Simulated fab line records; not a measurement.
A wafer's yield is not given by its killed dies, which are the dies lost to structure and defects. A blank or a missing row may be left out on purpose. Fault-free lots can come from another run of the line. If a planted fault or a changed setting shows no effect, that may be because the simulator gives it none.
Which tool was responsible? ; flow n5_finfet ; 42 wafers from 14 lots sampled at 3 of the route's 1938 steps

## WHAT THE GAUGES READ, wafer by wafer
N5_MIM_TOP_LITHO_OVL_MEAS_11. Usual: for MIM_TOP_OVL the level is -1 nm and the standard deviation is 5.6.
lot;measured;on;MIM_TOP_OVL (nm);flag
L209;day 12 21:45;overlay-01;5 5 3;
L214;day 13 17:27;overlay-01;- - -;OFF
L215;day 13 21:58;overlay-01;- - -;OFF
L219;day 14 22:06;overlay-01;-2 3 1;
L221;day 16 01:16;overlay-01;-5 -12 -12;
L225;day 16 14:15;overlay-01;5 1 3;
L220;day 16 19:01;overlay-02;10 8 2;
L224;day 16 21:38;overlay-02;-1 -9 4;
L227;day 17 01:16;overlay-02;-14 -10 2;
L226;day 17 06:49;overlay-02;-1 -1 3;
L229;day 17 14:47;overlay-01;6 1 1;
L228;day 17 20:29;overlay-02;3 -2 1;
L231;day 18 02:33;overlay-02;0 5 6;
L232;day 18 18:52;overlay-01;7 0 7;

## EACH LOT AND THE TOOL THAT RAN IT (in order: tool; ch and the chambers of the sampled wafers; start)
lot;N5_BEOL_M15_DEP_53;N5_MIM_TOP_LITHO_EXPOSE_05
L209;pecvd-01 ch 0,2, day 12 16:28;krf_scanner-01 ch 0, day 12 21:33
L214;pecvd-04 ch 0,2, day 13 12:50;krf_scanner-01, day 13 17:15
L215;pecvd-01 ch 0,1, day 13 13:49;krf_scanner-02, day 13 21:46
L219;pecvd-01 ch 0,2, day 14 17:53;krf_scanner-01 ch 0, day 14 21:53
L221;pecvd-04 ch 0,2, day 15 22:28;krf_scanner-01 ch 0, day 16 01:05
L225;pecvd-01 ch 0,1,2, day 16 10:51;krf_scanner-01 ch 0, day 16 14:02
L220;pecvd-03 ch 0,1, day 16 15:14;krf_scanner-02 ch 0, day 16 18:49
L224;pecvd-01 ch 0,1, day 16 18:19;krf_scanner-01 ch 0, day 16 21:25
L227;pecvd-01 ch 0,1,2, day 16 21:01;krf_scanner-01 ch 0, day 17 01:04
L226;pecvd-04 ch 0,1, day 17 03:14;krf_scanner-02 ch 0, day 17 06:37
L229;pecvd-01 ch 1,2, day 17 10:06;krf_scanner-02 ch 0, day 17 14:36
L228;pecvd-01 ch 0,2, day 17 15:59;krf_scanner-02 ch 0, day 17 20:17
L231;pecvd-04 ch 0,1,2, day 17 22:04;krf_scanner-01 ch 0, day 18 02:21
L232;pecvd-03 ch 0,1,2, day 18 15:15;krf_scanner-01 ch 0, day 18 18:39
- N5_BEOL_M15_DEP_53: deposits SiCN from 3MS/NH3, target thk 50 nm, time 17.8 s.
- N5_MIM_TOP_LITHO_EXPOSE_05: exposes mask MIM TOP, target cd 2000 nm.

## AS READ BY THE TOOLS THEMSELVES (means over the sampled wafers that have a number; for cases with no such wafer, the mark the record gives instead)
N5_BEOL_M15_DEP_53. Usual: showerhead_plenum_p_Torr 4.158 Torr, standard deviation 0.017; throttle_valve_pct 18.1 %, standard deviation 1.1.
lot;tool;showerhead_plenum_p_Torr (Torr);throttle_valve_pct (%);flag
L209;pecvd-01;4.158;17.9;
L214;pecvd-04;4.151;17.2;
L215;pecvd-01;4.161;19.5;
L219;pecvd-01;4.143;17.7;
L221;pecvd-04;4.159;17.2;
L225;pecvd-01;4.155;18.5;
L220;pecvd-03;4.179;18.2;
L224;pecvd-01;4.158;19.7;
L227;pecvd-01;4.149;18.7;
L226;pecvd-04;4.168;17.6;
L229;pecvd-01;4.144;18.5;
L228;pecvd-01;4.147;17.8;
L231;pecvd-04;4.147;17.5;
L232;pecvd-03;4.173;18.1;

N5_MIM_TOP_LITHO_EXPOSE_05. Usual: exposure_dose_mJ_cm2 20.494, standard deviation 0.023; focus_offset_nm 0.0 nm, standard deviation 0.45.
lot;tool;exposure_dose_mJ_cm2;focus_offset_nm (nm);flag
L209;krf_scanner-01;20.473;0.4;
L214;krf_scanner-01;-;-;OFF
L215;krf_scanner-02;-;-;OFF
L219;krf_scanner-01;20.498;0.2;
L221;krf_scanner-01;20.518;-0.3;
L225;krf_scanner-01;20.503;0.4;
L220;krf_scanner-02;20.486;-0.4;
L224;krf_scanner-01;20.507;-0.4;
L227;krf_scanner-01;20.470;0.0;
L226;krf_scanner-02;20.507;-0.3;
L229;krf_scanner-02;20.467;0.3;
L228;krf_scanner-02;20.491;-0.3;
L231;krf_scanner-01;20.481;-0.0;
L232;krf_scanner-01;20.501;0.3;

## THE ANSWER, worked out from the rows above alone
Rule: a lot is off if the mean of its wafers that have a number lies more than 3 standard deviations from the usual mean. A lot without any number at a reading at which 4 lots or more have one is off too. All remaining lots with rows at the step are treated as sound. Order of review: gauges by route order, followed by the tools' own readings, for which a lot's mean as printed above is used. The first step at which some lot is off is used, and at that step the reading that is off furthest; a lot without a number counts as furthest.
Off: at N5_MIM_TOP_LITHO_OVL_MEAS_11 (MIM_TOP_OVL), L214, L215. Without a number there: L214, L215.
A tool fits if, at a process step before that reading, it ran every lot that is off, and no sound lot after the first of them. Not tried: the gauges at N5_MIM_TOP_LITHO_OVL_MEAS_11; whatever is off there is also off at N5_MIM_TOP_LITHO_EXPOSE_05, on other tools, and gauge error can't account for it. Of those tried, none fits.

## WHAT WAS PUT IN BY THE SIMULATOR
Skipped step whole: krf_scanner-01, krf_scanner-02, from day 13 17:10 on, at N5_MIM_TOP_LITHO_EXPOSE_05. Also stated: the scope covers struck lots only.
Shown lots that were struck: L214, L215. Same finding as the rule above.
